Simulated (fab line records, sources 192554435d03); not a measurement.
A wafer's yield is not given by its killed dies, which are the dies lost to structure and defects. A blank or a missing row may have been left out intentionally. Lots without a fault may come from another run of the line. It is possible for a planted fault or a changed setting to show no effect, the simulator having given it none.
fab line records	flow n5_finfet	part 2 of 2: steps 5 to 6 of 6
[record] lots = 23	wafers = 69	last_day = 19
route steps=1938 shown FIN_SAQP@152 FIN_CUT@168 STI_FIN_REVEAL@187 DUMMY_GATE@244
lots that met no fault: taken from a fault-free run of the same line
start_h: hours from the record's opening day to when the first of the lot's shown wafers began	wait_h: hours since the lot's step before	" as in the row above	L1.1+2: one row covering several wafers at once	- no value, or no start given	* or withheld: withheld	< > ~ a bound
route shown NAME@n: NAME is a module with steps in the file, n the number in the route of the first one	usual: mean/standard deviation taken from wafers without a fault	same: alike in all rows	chamber/n: place in a boat	sites: readings site by site	_std_site: standard deviation of those values	_edge_site: inner sites' mean taken away from outer sites' mean	radius_mm: for every site, how far away it sits from the centre of the wafer	mask NAME#n: copy n	behind: the last tool/chamber to shape the wafer	hold: why the lot was held/for how many hours/how that ended	device: names the non-switching transistor (n, p or np)	end of line: the route-end tests of the same wafers	where a step has no rows: the recipe by itself	killed: at the first sort, the dies lost to defects and structure; wafer yield is something else	map: per-die view of a wafer (x killed, . not killed, _ where there is no die)
set.NAME: the setting the step ran with; set.NAME@STEP: the setting that earlier step ran with	model.NAME: the simulator's own value behind a step, which no gauge read
one table for each step of the route and one row for each wafer, over a sample of lots
services: a tool's chamber out of use, with start hour (start_h, from the record's first day; less than 0 if before it), hours out, and reason
[[steps]]
[step N5_STI_FIN_REVEAL_STRIP_24]
[recipe] chemistry = N2/H2	time_s = 90	power_w = 100	temp_c = 40	pressure_mtorr = 100	rf_frequency_hz = 6e+07	bias_power_w = 3	n2_flow_sccm = 300	h2_flow_sccm = 300
[usual] drypump_motor_current_A = 5.5/0.34	oes_product_au = 0.78/0.071	rf_vpp_V = 45.3/0.78	showerhead_plenum_p_Torr = 3.38/0.1	throttle_valve_pct = 12.34/0.21
lot.wafer	tool	chamber	start_h	wait_h	drypump_motor_current_A	oes_product_au	rf_hours_counter_h	rf_vpp_V	showerhead_plenum_p_Torr	throttle_valve_pct
L074.1	rie_diel-01	2	34.46	0.0	5.7	0.86	50	45.9	3.43	12.26
L074.3	"	3	"	"	5.7	0.79	135	45.9	3.38	12.30
L074.5	"	0	"	"	5.7	0.92	-	45.8	3.45	12.03
L075.2	rie_diel-02	1	39.69	0.0	5.2	0.81	96	46.3	3.41	12.07
L075.4	"	2	"	"	5.3	0.75	157	44.2	3.22	12.56
L075.6	"	3	"	"	5.1	0.78	-	44.8	3.54	12.60
L077.1	rie_diel-01	0	51.49	0.0	5.8	0.91	27	45.2	3.44	12.06
L077.4	"	3	"	"	5.7	0.78	142	46.3	3.37	12.30
L077.6	"	3	"	"	5.7	0.78	-	45.4	3.37	12.32
L078.2	rie_diel-01	0	60.20	0.0	5.7	0.90	30	46.6	3.44	12.08
L078.4	"	3	"	"	5.7	0.77	145	45.8	3.37	12.30
L078.6	"	1	"	"	5.8	0.67	-	44.8	3.44	12.48
L079.2	rie_diel-06	1	66.90	0.0	5.2	0.70	224	45.8	3.33	12.42
L079.3	"	0	"	"	5.2	0.74	162	45.9	3.50	12.38
L079.5	"	0	"	"	5.2	0.75	-	45.8	3.49	12.39
L080.1	rie_diel-01	2	70.47	0.0	5.7	0.84	62	44.6	3.42	12.28
L080.3	"	1	"	"	5.8	0.68	250	45.5	3.44	12.47
L080.5	"	2	"	"	5.7	0.84	-	44.9	3.42	12.27
L081.1	rie_diel-02	2	77.45	0.0	5.3	0.74	169	45.0	3.22	12.61
L081.2	"	0	"	"	6.2	0.80	119	44.7	3.26	12.11
L081.6	"	2	"	"	5.3	0.73	-	44.9	3.22	12.60
L082.1	rie_diel-01	3	80.95	0.0	5.7	0.77	152	45.4	3.37	12.34
L082.4	"	2	"	"	5.7	0.84	-	44.2	3.42	12.28
L082.5	"	0	"	"	5.8	0.88	-	44.3	3.44	12.11
L083.2	rie_diel-02	1	87.09	0.0	5.2	0.80	112	44.7	3.41	12.10
L083.4	"	2	"	"	5.3	0.73	-	44.3	3.21	12.61
L083.6	"	1	"	"	5.2	0.80	-	44.4	3.40	12.10
L084.2	rie_diel-06	2	94.99	0.0	5.1	0.72	170	45.5	3.49	12.31
L084.5	"	0	"	"	5.2	0.74	-	46.2	3.49	12.41
L084.6	"	2	"	"	5.1	0.72	-	47.1	3.49	12.29
L085.2	rie_diel-01	2	100.58	0.0	5.7	0.83	71	44.9	3.42	12.30
L085.5	"	2	"	"	5.6	0.84	-	44.9	3.42	12.29
L085.6	"	1	"	"	5.8	1.02	-	45.4	3.44	11.83
L086.1	rie_diel-06	1	109.92	0.0	5.2	0.70	238	45.5	3.32	12.43
L086.3	"	0	"	"	5.2	0.73	176	44.8	3.49	12.41
L086.5	"	0	"	"	5.2	0.73	-	45.9	3.49	12.42
L087.2	rie_diel-02	0	114.29	0.0	6.1	0.79	131	45.1	3.25	12.17
L087.3	"	1	"	"	5.2	0.78	123	45.4	3.40	12.13
L087.6	"	3	"	"	5.1	0.75	-	45.1	3.52	12.65
L088.2	rie_diel-02	1	118.21	0.0	5.3	0.78	124	43.9	3.40	12.15
L088.3	"	2	"	"	5.3	0.72	184	44.7	3.21	12.64
L088.4	"	0	"	"	6.2	0.79	133	44.8	3.25	12.17
L089.1	rie_diel-02	1	123.55	0.0	5.3	0.78	126	45.3	3.40	12.14
L089.4	"	3	"	"	5.1	0.75	162	45.6	3.52	12.65
L089.6	"	2	"	"	5.3	0.73	-	45.9	3.21	12.64
L090.3	rie_diel-06	3	130.19	0.0	5.9	0.77	147	43.6	3.26	12.39
L090.4	"	1	"	"	5.2	0.69	246	45.8	3.32	12.48
L090.6	"	1	"	"	5.2	0.69	-	44.4	3.32	12.48
L091.2	rie_diel-01	2	136.38	0.0	5.7	0.82	83	45.8	3.41	12.31
L091.5	"	3	"	"	5.7	0.74	-	45.6	3.36	12.41
L091.6	"	0	"	"	5.8	0.85	-	46.3	3.43	12.13
L092.3	rie_diel-06	2	140.91	0.0	5.2	0.71	184	44.7	3.49	12.34
L092.5	"	0	"	"	5.2	0.72	-	45.1	3.48	12.46
L092.6	"	1	"	"	5.2	0.68	-	45.0	3.32	12.47
L093.2	rie_diel-01	2	147.82	0.0	5.7	0.81	88	44.8	3.41	12.33
L093.3	"	0	"	"	5.8	0.85	62	46.4	3.42	12.15
L093.4	"	1	"	"	5.7	0.92	17	44.3	3.43	11.88
L094.3	rie_diel-02	3	153.84	0.0	5.1	0.74	171	45.1	3.52	12.69
L094.5	"	1	"	"	5.2	0.77	-	45.8	3.39	12.17
L094.6	"	2	"	"	5.3	0.71	-	45.4	3.20	12.66
L095.2	rie_diel-02	2	161.52	0.0	5.3	0.72	198	44.0	3.20	12.66
L095.5	"	3	"	"	5.1	0.74	-	45.4	3.52	12.69
L095.6	"	0	"	"	6.1	0.78	-	44.4	3.24	12.21
L096.1	rie_diel-06	3	167.14	0.0	5.9	0.75	161	44.7	3.26	12.41
L096.2	"	2	"	"	5.1	0.69	195	45.5	3.48	12.35
L096.5	"	3	"	"	5.9	0.75	-	45.4	3.26	12.43
L097.3	rie_diel-01	1	174.40	0.0	5.8	0.91	27	45.9	3.42	11.91
L097.4	"	0	"	"	5.8	0.84	72	45.7	3.42	12.18
L097.5	"	3	"	"	5.7	0.75	-	47.3	3.35	12.42
[step N5_DUMMY_GATE_STRIP_41]
[recipe] chemistry = O2	power_w = 400	temp_c = 40	pressure_mtorr = 30	rf_frequency_hz = 6e+07	bias_power_w = 0	overash_fraction = 0.3	o2_flow_sccm = 225
[usual] drypump_motor_current_A = 5.5/0.49	oes_product_au = 0.80/0.085	rf_vpp_V = 3.6/0.49	showerhead_plenum_p_Torr = 2.14/0.084	throttle_valve_pct = 16.75/0.21
lot.wafer	tool	chamber	start_h	wait_h	drypump_motor_current_A	oes_product_au	rf_hours_counter_h	rf_vpp_V	showerhead_plenum_p_Torr	throttle_valve_pct
L074.1	rie_diel-03	0	50.69	0.0	4.9	0.80	119	3.3	2.03	16.94
L074.3	"	2	"	"	6.2	0.73	193	3.7	2.18	16.75
L074.5	"	2	"	"	6.2	0.74	-	3.6	2.18	16.75
L075.2	rie_diel-05	1	54.93	0.0	5.6	0.92	18	3.0	2.24	16.75
L075.4	"	0	"	"	5.8	0.90	27	3.9	2.25	16.60
L075.6	"	1	"	"	5.6	0.90	-	3.0	2.24	16.75
L077.1	rie_diel-04	0	63.83	0.0	5.3	0.77	119	3.8	2.11	16.42
L077.4	"	3	"	"	4.9	0.77	137	3.0	2.16	16.66
L077.6	"	2	"	"	5.1	0.73	-	3.2	2.01	16.67
L078.2	rie_diel-04	2	77.23	0.0	5.1	0.73	165	4.2	2.01	16.67
L078.4	"	1	"	"	4.9	0.78	130	3.6	2.16	16.87
L078.6	"	0	"	"	5.3	0.77	-	4.2	2.11	16.43
L079.2	rie_diel-05	0	81.18	0.0	5.8	0.87	36	4.0	2.25	16.60
L079.3	"	1	"	"	5.6	0.89	26	3.8	2.24	16.78
L079.5	"	0	"	"	5.8	0.89	-	3.3	2.25	16.63
L080.1	rie_diel-05	0	84.50	0.0	5.8	0.88	37	3.5	2.25	16.62
L080.3	"	2	"	"	5.0	0.68	246	4.2	1.98	17.13
L080.5	"	1	"	"	5.6	0.89	-	4.0	2.24	16.78
L081.1	rie_diel-04	2	90.62	0.0	5.1	0.73	168	4.3	2.01	16.68
L081.2	"	3	"	"	4.9	0.78	143	4.1	2.16	16.70
L081.6	"	0	"	"	5.3	0.77	-	3.4	2.11	16.42
L082.1	rie_diel-04	3	93.56	0.0	4.9	0.77	145	3.9	2.16	16.69
L082.4	"	1	"	"	4.9	0.78	134	3.0	2.16	16.86
L082.5	"	2	"	"	5.1	0.73	-	3.4	2.01	16.69
L083.2	rie_diel-05	0	99.16	0.0	5.8	0.88	41	3.2	2.25	16.63
L083.4	"	1	"	"	5.6	0.88	32	3.9	2.24	16.80
L083.6	"	2	"	"	5.0	0.68	-	3.2	1.98	17.15
L084.2	rie_diel-04	0	108.42	0.0	5.3	0.76	131	4.5	2.11	16.43
L084.5	"	0	"	"	5.3	0.76	-	3.7	2.11	16.44
L084.6	"	1	"	"	4.9	0.76	-	3.9	2.16	16.87
L085.2	rie_diel-04	2	113.30	0.0	5.1	0.72	174	4.3	2.00	16.71
L085.5	"	1	"	"	4.9	0.76	-	3.6	2.16	16.87
L085.6	"	0	"	"	5.3	0.77	-	3.3	2.11	16.44
L086.1	rie_diel-04	3	124.33	0.0	4.9	0.76	153	3.5	2.16	16.70
L086.3	"	1	"	"	4.9	0.77	142	4.1	2.16	16.86
L086.5	"	1	"	"	4.9	0.77	-	3.7	2.16	16.88
L087.2	rie_diel-03	1	128.76	0.0	6.1	0.74	140	3.3	2.11	16.88
L087.3	"	0	"	"	4.9	0.78	141	3.3	2.02	16.99
L087.6	"	2	"	"	6.1	0.72	-	3.4	2.17	16.78
L088.2	rie_diel-03	1	134.80	0.0	6.0	0.73	142	3.2	2.11	16.88
L088.3	"	2	"	"	6.1	0.72	217	3.6	2.17	16.80
L088.4	"	0	"	"	4.9	0.78	143	4.2	2.02	16.99
L089.1	rie_diel-05	3	136.11	0.0	6.1	0.92	17	3.1	2.07	16.38
L089.4	"	2	"	"	5.0	1.01	1	3.6	2.24	16.69
L089.6	"	3	"	"	6.1	0.92	-	3.4	2.07	16.40
L090.3	rie_diel-04	0	142.53	0.0	5.3	0.75	140	4.0	2.10	16.45
L090.4	"	3	"	"	4.9	0.75	158	3.7	2.16	16.70
L090.6	"	3	"	"	4.9	0.76	-	2.8	2.16	16.71
L091.2	rie_diel-05	3	149.16	0.0	6.1	0.91	21	4.6	2.07	16.40
L091.5	"	2	"	"	5.0	0.99	-	3.4	2.24	16.70
L091.6	"	1	"	"	5.6	0.86	-	3.6	2.23	16.81
L092.3	rie_diel-05	0	153.72	0.0	5.8	0.85	58	3.7	2.24	16.65
L092.5	"	1	"	"	5.6	0.86	-	3.4	2.23	16.82
L092.6	"	0	"	"	5.8	0.85	-	3.4	2.24	16.66
L093.2	rie_diel-05	0	161.10	0.0	5.8	0.85	60	3.8	2.24	16.66
L093.3	"	2	"	"	5.0	0.97	9	4.5	2.24	16.71
L093.4	"	1	"	"	5.6	0.85	51	4.2	2.23	16.81
L094.3	rie_diel-05	2	166.09	0.0	5.0	0.95	12	4.0	2.24	16.71
L094.5	"	1	"	"	5.6	0.85	-	3.2	2.23	16.83
L094.6	"	0	"	"	5.8	0.85	-	3.1	2.24	16.66
L095.2	rie_diel-03	0	174.04	0.0	4.9	0.76	154	3.3	2.02	17.00
L095.5	"	1	"	"	6.1	0.73	-	2.9	2.10	16.91
L095.6	"	2	"	"	6.2	0.70	-	4.8	2.16	16.83
L096.1	rie_diel-05	0	179.27	0.0	5.8	0.84	66	2.7	2.24	16.68
L096.2	"	1	"	"	5.6	0.83	59	4.2	2.23	16.83
L096.5	"	1	"	"	5.6	0.83	-	3.6	2.23	16.83
L097.3	rie_diel-03	1	187.63	0.0	6.0	0.72	163	4.3	2.10	16.92
L097.4	"	0	"	"	4.9	0.77	161	3.6	2.02	17.02
L097.5	"	2	"	"	6.1	0.70	-	3.2	2.16	16.84
[[services]]
tool	chamber	start_h	hours	kind
cmp-02	-	5.87	3.6	pm
rie_diel-01	3	11.41	5.0	repair
cmp-03	-	17.36	0.3	repair
rie_diel-01	2	17.74	2.4	repair
rie_diel-03	-	20.48	2.8	pm
rie_diel-01	3	22.36	1.3	repair
rie_diel-01	-	27.29	0.3	repair
rie_diel-03	3	28.11	2.7	repair
rie_diel-05	1	46.73	4.1	repair
cmp-03	-	58.66	4.0	pm
rie_diel-03	1	70.57	13.5	repair
rie_diel-04	2	71.52	4.8	repair
rie_diel-01	2	84.59	4.7	repair
cmp-03	-	89.40	0.2	repair
vapor_etch-01	-	91.89	0.4	repair
rie_diel-02	0	92.12	4.1	repair
rie_diel-05	2	111.70	7.9	repair
rie_diel-05	-	147.63	0.9	repair
rie_diel-03	0	154.99	7.7	repair
rie_diel-02	2	173.19	5.9	repair
rie_diel-04	-	174.46	15.6	pm
rie_diel-05	2	179.59	5.7	repair
rie_diel-02	-	182.74	0.5	repair
rie_diel-05	1	184.83	6.6	repair
